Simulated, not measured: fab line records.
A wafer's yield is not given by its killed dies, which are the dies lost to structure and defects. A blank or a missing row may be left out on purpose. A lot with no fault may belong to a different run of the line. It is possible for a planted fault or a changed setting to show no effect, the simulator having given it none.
What tool caused it? :: flow n5-finfet :: 27 wafers from 9 lots sampled at 5 of the route's 1938 steps

== WHAT THE GAUGES SHOWED, per wafer ==
N5_BEOL_M4_RC_MEAS_101.
lot: L897
measured: day 8 05:33
on: prober-01
DIBL_N (mV/V): 35.3 37.3 34.9
DIBL_P (mV/V): 34.4 37.2 34.2
EOT_N: 10.49 10.61 10.63
EOT_P: 10.46 10.59 10.50
IGATE_N (nA/um): 0.0130 0.0109 0.0109
IGATE_P (nA/um): 0.0038 0.0032 0.0032
IOFF_N (nA/um): 0.136 0.170 0.129
IOFF_N_85C (nA/um): 2.7 3.2 2.6
IOFF_N_LIN (nA/um): 0.065 0.078 0.062
IOFF_P (nA/um): 0.177 0.217 0.175
IOFF_P_85C (nA/um): 3.2 3.8 3.2
IOFF_P_LIN (nA/um): 0.087 0.101 0.086
ION_N (uA/um): 671 682 668
ION_P (uA/um): 462 467 461
SS_N (mV/dec): 70.8 71.2 70.1
SS_P (mV/dec): 73.1 74.0 73.2
VT_N (mV): 250.8 248.2 250.4
VT_N_LVT (mV): 96.4 93.7 98.6
VT_P (mV): -251.1 -250.9 -252.8
VT_P_LVT (mV): -98.2 -96.5 -98.7

lot: L898
measured: day 8 10:10
on: prober-02
DIBL_N (mV/V): 36.3 35.5 37.9
DIBL_P (mV/V): 36.9 36.1 38.2
EOT_N: 10.53 10.55 10.55
EOT_P: 10.44 10.50 10.53
IGATE_N (nA/um): 0.0120 0.0123 0.0120
IGATE_P (nA/um): 0.0034 0.0035 0.0034
IOFF_N (nA/um): 0.150 0.134 0.171
IOFF_N_85C (nA/um): 2.9 2.7 3.3
IOFF_N_LIN (nA/um): 0.069 0.063 0.075
IOFF_P (nA/um): 0.209 0.194 0.225
IOFF_P_85C (nA/um): 3.7 3.4 3.9
IOFF_P_LIN (nA/um): 0.101 0.094 0.106
ION_N (uA/um): 659 657 669
ION_P (uA/um): 457 452 461
SS_N (mV/dec): 71.7 71.6 72.7
SS_P (mV/dec): 72.9 73.6 74.3
VT_N (mV): 252.3 255.2 250.0
VT_N_LVT (mV): 98.7 100.6 98.2
VT_P (mV): -251.1 -251.2 -252.0
VT_P_LVT (mV): -98.2 -99.8 -97.6

lot: L899
measured: day 8 05:05
on: prober-02
DIBL_N (mV/V): 36.7 34.9 36.6
DIBL_P (mV/V): 35.9 34.3 36.5
EOT_N: 10.55 10.47 10.57
EOT_P: 10.50 10.42 10.48
IGATE_N (nA/um): 0.0128 0.0134 0.0118
IGATE_P (nA/um): 0.0038 0.0039 0.0035
IOFF_N (nA/um): 0.175 0.153 0.190
IOFF_N_85C (nA/um): 3.4 3.0 3.6
IOFF_N_LIN (nA/um): 0.080 0.072 0.086
IOFF_P (nA/um): 0.204 0.182 0.208
IOFF_P_85C (nA/um): 3.6 3.2 3.6
IOFF_P_LIN (nA/um): 0.094 0.088 0.095
ION_N (uA/um): 683 679 689
ION_P (uA/um): 460 466 462
SS_N (mV/dec): 71.6 71.4 71.7
SS_P (mV/dec): 73.8 73.2 74.1
VT_N (mV): 249.0 250.8 248.7
VT_N_LVT (mV): 95.2 95.3 92.7
VT_P (mV): -251.3 -252.4 -253.0
VT_P_LVT (mV): -99.1 -99.7 -98.6

lot: L900
measured: day 9 11:14
on: prober-01
DIBL_N (mV/V): 35.1 36.8 36.6
DIBL_P (mV/V): 35.5 37.4 37.1
EOT_N: 10.42 10.62 10.64
EOT_P: 10.48 10.42 10.55
IGATE_N (nA/um): 0.0146 0.0115 0.0120
IGATE_P (nA/um): 0.0044 0.0034 0.0036
IOFF_N (nA/um): 0.132 0.159 0.158
IOFF_N_85C (nA/um): 2.7 3.1 3.1
IOFF_N_LIN (nA/um): 0.062 0.073 0.072
IOFF_P (nA/um): 0.191 0.221 0.216
IOFF_P_85C (nA/um): 3.4 3.8 3.7
IOFF_P_LIN (nA/um): 0.095 0.106 0.102
ION_N (uA/um): 675 679 679
ION_P (uA/um): 465 471 464
SS_N (mV/dec): 70.5 71.0 71.9
SS_P (mV/dec): 72.7 73.3 72.9
VT_N (mV): 252.1 246.7 248.5
VT_N_LVT (mV): 101.9 99.2 99.9
VT_P (mV): -252.4 -248.8 -251.5
VT_P_LVT (mV): -101.8 -98.6 -100.1

lot: L901
measured: day 9 07:38
on: prober-02
DIBL_N (mV/V): 36.7 35.1 35.3
DIBL_P (mV/V): 37.4 36.1 36.2
EOT_N: 10.58 10.43 10.45
EOT_P: 10.43 10.33 10.39
IGATE_N (nA/um): 0.0119 0.0129 0.0126
IGATE_P (nA/um): 0.0035 0.0039 0.0038
IOFF_N (nA/um): 0.170 0.145 0.144
IOFF_N_85C (nA/um): 3.3 2.9 2.9
IOFF_N_LIN (nA/um): 0.077 0.067 0.067
IOFF_P (nA/um): 0.224 0.196 0.196
IOFF_P_85C (nA/um): 3.9 3.5 3.5
IOFF_P_LIN (nA/um): 0.106 0.095 0.097
ION_N (uA/um): 669 665 661
ION_P (uA/um): 464 456 458
SS_N (mV/dec): 72.4 71.5 70.9
SS_P (mV/dec): 73.5 73.2 73.4
VT_N (mV): 247.3 251.9 251.8
VT_N_LVT (mV): 96.7 98.3 98.8
VT_P (mV): -249.1 -252.0 -252.4
VT_P_LVT (mV): -96.6 -99.5 -98.8

lot: L902
measured: day 9 09:32
on: prober-01
DIBL_N (mV/V): 37.5 39.5 38.3
DIBL_P (mV/V): 35.9 38.7 37.6
EOT_N: 10.50 10.47 10.36
EOT_P: 10.51 10.40 10.39
IGATE_N (nA/um): 0.0110 0.0142 0.0146
IGATE_P (nA/um): 0.0033 0.0043 0.0045
IOFF_N (nA/um): 0.151 0.202 0.181
IOFF_N_85C (nA/um): 3.0 3.7 3.4
IOFF_N_LIN (nA/um): 0.071 0.089 0.083
IOFF_P (nA/um): 0.199 0.242 0.226
IOFF_P_85C (nA/um): 3.4 4.0 3.7
IOFF_P_LIN (nA/um): 0.095 0.109 0.103
ION_N (uA/um): 668 686 686
ION_P (uA/um): 464 467 469
SS_N (mV/dec): 71.5 72.3 71.5
SS_P (mV/dec): 73.9 73.3 73.5
VT_N (mV): 250.2 246.9 250.7
VT_N_LVT (mV): 99.8 94.4 96.6
VT_P (mV): -249.6 -247.3 -250.6
VT_P_LVT (mV): -100.5 -98.6 -98.4

lot: L905
measured: day 9 19:16
on: prober-02
DIBL_N (mV/V): 35.4 46.5 36.2
DIBL_P (mV/V): 35.4 48.4 35.5
EOT_N: 10.37 15.11 10.61
EOT_P: 10.49 14.97 10.49
IGATE_N (nA/um): 0.0132 0.0001 0.0121
IGATE_P (nA/um): 0.0039 0.0000 0.0036
IOFF_N (nA/um): 0.140 0.436 0.159
IOFF_N_85C (nA/um): 2.7 7.0 3.0
IOFF_N_LIN (nA/um): 0.064 0.197 0.069
IOFF_P (nA/um): 0.180 0.484 0.186
IOFF_P_85C (nA/um): 3.1 7.3 3.2
IOFF_P_LIN (nA/um): 0.086 0.225 0.088
ION_N (uA/um): 663 626 661
ION_P (uA/um): 451 428 450
SS_N (mV/dec): 70.8 73.8 71.9
SS_P (mV/dec): 73.5 75.9 73.4
VT_N (mV): 252.7 236.4 250.9
VT_N_LVT (mV): 100.8 85.7 98.8
VT_P (mV): -250.7 -240.1 -254.0
VT_P_LVT (mV): -103.5 -90.2 -103.0

lot: L907
measured: day 10 18:02
on: prober-01
DIBL_N (mV/V): 46.7 35.9 35.5
DIBL_P (mV/V): 47.6 35.9 35.2
EOT_N: 14.89 10.46 10.61
EOT_P: 14.92 10.54 10.45
IGATE_N (nA/um): 0.0001 0.0141 0.0121
IGATE_P (nA/um): 0.0000 0.0042 0.0037
IOFF_N (nA/um): 0.399 0.152 0.155
IOFF_N_85C (nA/um): 6.8 3.0 3.1
IOFF_N_LIN (nA/um): 0.186 0.072 0.074
IOFF_P (nA/um): 0.493 0.208 0.199
IOFF_P_85C (nA/um): 7.6 3.6 3.5
IOFF_P_LIN (nA/um): 0.243 0.103 0.099
ION_N (uA/um): 617 670 674
ION_P (uA/um): 424 465 469
SS_N (mV/dec): 73.4 71.8 71.9
SS_P (mV/dec): 75.3 72.8 72.5
VT_N (mV): 238.2 250.5 249.1
VT_N_LVT (mV): 87.1 97.6 97.2
VT_P (mV): -241.4 -248.5 -248.3
VT_P_LVT (mV): -86.2 -98.4 -97.5

lot: L916
measured: day 12 23:17
on: prober-01
DIBL_N (mV/V): 35.8 34.6 35.3
DIBL_P (mV/V): 36.5 35.0 35.7
EOT_N: 10.47 10.64 10.56
EOT_P: 10.31 10.55 10.43
IGATE_N (nA/um): 0.0135 0.0117 0.0126
IGATE_P (nA/um): 0.0041 0.0035 0.0038
IOFF_N (nA/um): 0.162 0.136 0.152
IOFF_N_85C (nA/um): 3.2 2.8 3.1
IOFF_N_LIN (nA/um): 0.075 0.065 0.071
IOFF_P (nA/um): 0.227 0.198 0.210
IOFF_P_85C (nA/um): 3.9 3.5 3.6
IOFF_P_LIN (nA/um): 0.108 0.099 0.103
ION_N (uA/um): 680 670 677
ION_P (uA/um): 469 467 468
SS_N (mV/dec): 71.4 71.5 71.4
SS_P (mV/dec): 74.0 72.7 73.7
VT_N (mV): 245.4 251.9 251.6
VT_N_LVT (mV): 97.6 101.8 98.9
VT_P (mV): -247.4 -251.0 -245.4
VT_P_LVT (mV): -96.6 -97.0 -97.9

== WHAT TOOL EACH LOT RAN ON (gives the tool, then ch and the chambers of the sampled wafers, and finally the start) ==
lot: L897
N5_DUMMY_GATE_ALD_02: ald-sin-03 ch 1,2,3, day 2 19:16
N5_BEOL_M4_SPUTTER_81: pvd-sputter-03, day 8 02:46
N5_BEOL_M4_SPUTTER_90: pvd-sputter-03, day 8 03:26
N5_BEOL_M4_CO_CAP_55: cvd-co-02 ch 0,1, day 8 05:01

lot: L898
N5_DUMMY_GATE_ALD_02: ald-sin-04 ch 0,1,2, day 3 00:57
N5_BEOL_M4_SPUTTER_81: pvd-sputter-01, day 8 07:35
N5_BEOL_M4_SPUTTER_90: pvd-sputter-01, day 8 08:15
N5_BEOL_M4_CO_CAP_55: cvd-co-01 ch 0,2, day 8 09:47

lot: L899
N5_DUMMY_GATE_ALD_02: ald-sin-03 ch 1,2, day 3 08:31
N5_BEOL_M4_SPUTTER_81: pvd-sputter-01, day 8 02:40
N5_BEOL_M4_SPUTTER_90: pvd-sputter-01, day 8 03:20
N5_BEOL_M4_CO_CAP_55: cvd-co-01 ch 1,2, day 8 04:52

lot: L900
N5_DUMMY_GATE_ALD_02: ald-sin-03 ch 1,3, day 3 15:22
N5_BEOL_M4_SPUTTER_81: pvd-sputter-01, day 9 08:37
N5_BEOL_M4_SPUTTER_90: pvd-sputter-01, day 9 09:17
N5_BEOL_M4_CO_CAP_55: cvd-co-02 ch 0,1,2, day 9 10:58

lot: L901
N5_DUMMY_GATE_ALD_02: ald-sin-03 ch 0,1,3, day 3 20:23
N5_BEOL_M4_SPUTTER_81: pvd-sputter-01, day 9 04:49
N5_BEOL_M4_SPUTTER_90: pvd-sputter-01, day 9 05:29
N5_BEOL_M4_CO_CAP_55: cvd-co-01 ch 0,1,2, day 9 07:25

lot: L902
N5_DUMMY_GATE_ALD_02: ald-sin-03 ch 0,1,3, day 4 00:19
N5_BEOL_M4_SPUTTER_81: pvd-sputter-02, day 9 07:07
N5_BEOL_M4_SPUTTER_90: pvd-sputter-02, day 9 07:47
N5_BEOL_M4_CO_CAP_55: cvd-co-01 ch 1,2, day 9 09:19

lot: L905
N5_DUMMY_GATE_ALD_02: ald-sin-03 ch 0,1,2, day 4 18:48
N5_BEOL_M4_SPUTTER_81: pvd-sputter-01, day 9 16:49
N5_BEOL_M4_SPUTTER_90: pvd-sputter-01, day 9 17:29
N5_BEOL_M4_CO_CAP_55: cvd-co-01 ch 0,1,2, day 9 19:01

lot: L907
N5_DUMMY_GATE_ALD_02: ald-sin-03 ch 1,2,3, day 5 12:19
N5_BEOL_M4_SPUTTER_81: pvd-sputter-02, day 10 15:28
N5_BEOL_M4_SPUTTER_90: pvd-sputter-02, day 10 16:08
N5_BEOL_M4_CO_CAP_55: cvd-co-02 ch 0,2, day 10 17:39

lot: L916
N5_DUMMY_GATE_ALD_02: ald-sin-01 ch 0,1,2, day 7 13:33
N5_BEOL_M4_SPUTTER_81: pvd-sputter-02, day 12 20:04
N5_BEOL_M4_SPUTTER_90: pvd-sputter-02, day 12 20:43
N5_BEOL_M4_CO_CAP_55: cvd-co-01 ch 1,2, day 12 22:16
- N5_DUMMY_GATE_ALD_02: deposits SiO2, target thk 2 nm, pulse time 1 s.
- N5_BEOL_M4_SPUTTER_81: material Cu, target thk 4.5 nm, time 8.29 s.
- N5_BEOL_M4_SPUTTER_90: material Cu, target thk 4.5 nm, time 8.29 s.
- N5_BEOL_M4_CO_CAP_55: material Co, precursor CCTBA/H2, target thk 2 nm, time 102.1 s.

== WHAT THE TOOLS THEMSELVES READ (means of the sampled wafers that have a number; where no wafer has one, the mark that the record gives instead) ==
N5_DUMMY_GATE_ALD_02.
lot: L897
tool: ald-sin-03
chamber-pressure-Torr (Torr): 1.997
heater-power-w (W): 402
precursor-pulse-height-rel: 1.002

lot: L898
tool: ald-sin-04
chamber-pressure-Torr (Torr): 1.997
heater-power-w (W): 458
precursor-pulse-height-rel: 0.997

lot: L899
tool: ald-sin-03
chamber-pressure-Torr (Torr): 1.999
heater-power-w (W): 396
precursor-pulse-height-rel: 1.002

lot: L900
tool: ald-sin-03
chamber-pressure-Torr (Torr): 2.000
heater-power-w (W): 432
precursor-pulse-height-rel: 1.002

lot: L901
tool: ald-sin-03
chamber-pressure-Torr (Torr): 1.996
heater-power-w (W): 442
precursor-pulse-height-rel: 0.976

lot: L902
tool: ald-sin-03
chamber-pressure-Torr (Torr): 2.002
heater-power-w (W): 445
precursor-pulse-height-rel: 1.017

lot: L905
tool: ald-sin-03
chamber-pressure-Torr (Torr): 1.999
heater-power-w (W): 447
precursor-pulse-height-rel: 0.985

lot: L907
tool: ald-sin-03
chamber-pressure-Torr (Torr): 2.001
heater-power-w (W): 406
precursor-pulse-height-rel: 1.011

lot: L916
tool: ald-sin-01
chamber-pressure-Torr (Torr): 1.999
heater-power-w (W): 462
precursor-pulse-height-rel: 1.005

N5_BEOL_M4_SPUTTER_81.
lot: L897
tool: pvd-sputter-03
throttle-valve-pct (%): 30.2

lot: L898
tool: pvd-sputter-01
throttle-valve-pct (%): 30.6

lot: L899
tool: pvd-sputter-01
throttle-valve-pct (%): 30.3

lot: L900
tool: pvd-sputter-01
throttle-valve-pct (%): 30.3

lot: L901
tool: pvd-sputter-01
throttle-valve-pct (%): 30.3

lot: L902
tool: pvd-sputter-02
throttle-valve-pct (%): 29.0

lot: L905
tool: pvd-sputter-01
throttle-valve-pct (%): 30.3

lot: L907
tool: pvd-sputter-02
throttle-valve-pct (%): 29.6

lot: L916
tool: pvd-sputter-02
throttle-valve-pct (%): 29.2

N5_BEOL_M4_SPUTTER_90.
lot: L897
tool: pvd-sputter-03
throttle-valve-pct (%): 30.1

lot: L898
tool: pvd-sputter-01
throttle-valve-pct (%): 30.6

lot: L899
tool: pvd-sputter-01
throttle-valve-pct (%): 30.2

lot: L900
tool: pvd-sputter-01
throttle-valve-pct (%): 30.2

lot: L901
tool: pvd-sputter-01
throttle-valve-pct (%): 30.3

lot: L902
tool: pvd-sputter-02
throttle-valve-pct (%): 29.1

lot: L905
tool: pvd-sputter-01
throttle-valve-pct (%): 30.2

lot: L907
tool: pvd-sputter-02
throttle-valve-pct (%): 29.6

lot: L916
tool: pvd-sputter-02
throttle-valve-pct (%): 29.0

N5_BEOL_M4_CO_CAP_55.
lot: L897
tool: cvd-co-02
chamber-pressure-Torr (Torr): 29.96
heater-power-w (W): 214

lot: L898
tool: cvd-co-01
chamber-pressure-Torr (Torr): 29.94
heater-power-w (W): 214

lot: L899
tool: cvd-co-01
chamber-pressure-Torr (Torr): 29.96
heater-power-w (W): 206

lot: L900
tool: cvd-co-02
chamber-pressure-Torr (Torr): 29.98
heater-power-w (W): 234

lot: L901
tool: cvd-co-01
chamber-pressure-Torr (Torr): 30.01
heater-power-w (W): 209

lot: L902
tool: cvd-co-01
chamber-pressure-Torr (Torr): 29.96
heater-power-w (W): 205

lot: L905
tool: cvd-co-01
chamber-pressure-Torr (Torr): 29.93
heater-power-w (W): 208

lot: L907
tool: cvd-co-02
chamber-pressure-Torr (Torr): 30.00
heater-power-w (W): 261

lot: L916
tool: cvd-co-01
chamber-pressure-Torr (Torr): 30.05
heater-power-w (W): 211

== THE ANSWER, worked out from the rows above alone ==
Rule: what is usual is taken from the lots themselves. Put in order of their means at a reading, lots are off if they are a third of the lots or fewer, leave a main group of 4 or more, and stand apart from it by a gap of 3 or more times the standard deviation of the main group's means; of several such gaps the widest counts. The tables above print the reading to a certain number of digits; a main group whose means all agree to those digits is not used. Also off: a lot with no number at a reading for which 4 or more lots have one. Any other lot the step has rows for is counted as sound. After the gauges, taken in route order, come the tools' own readings; for these a lot's mean is taken, as printed above. At the first step where some lot is off, the reading lying furthest off is the one used; lots without a number count as furthest.
Off: L905, L907, seen at N5_BEOL_M4_RC_MEAS_101 (EOT_P). For the main group the mean is 10.46 and the standard deviation 0.042.
If a tool, at a process step before that reading, ran all the lots that are off and no sound lot after the first of them, it fits. Those tools and the gauges at N5_BEOL_M4_RC_MEAS_101 are tried in the same way. One fits: N5_DUMMY_GATE_ALD_02 on ald-sin-03. Its last sound lot is L902 (day 4 00:19), its first lot that is off L905 (day 4 18:48): a fault that began between those two fits.

== WHAT WAS PUT IN BY THE SIMULATOR ==
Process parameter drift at N5_DUMMY_GATE_ALD_02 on ald-sin-03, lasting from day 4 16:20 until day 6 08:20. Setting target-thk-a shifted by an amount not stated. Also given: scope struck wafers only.
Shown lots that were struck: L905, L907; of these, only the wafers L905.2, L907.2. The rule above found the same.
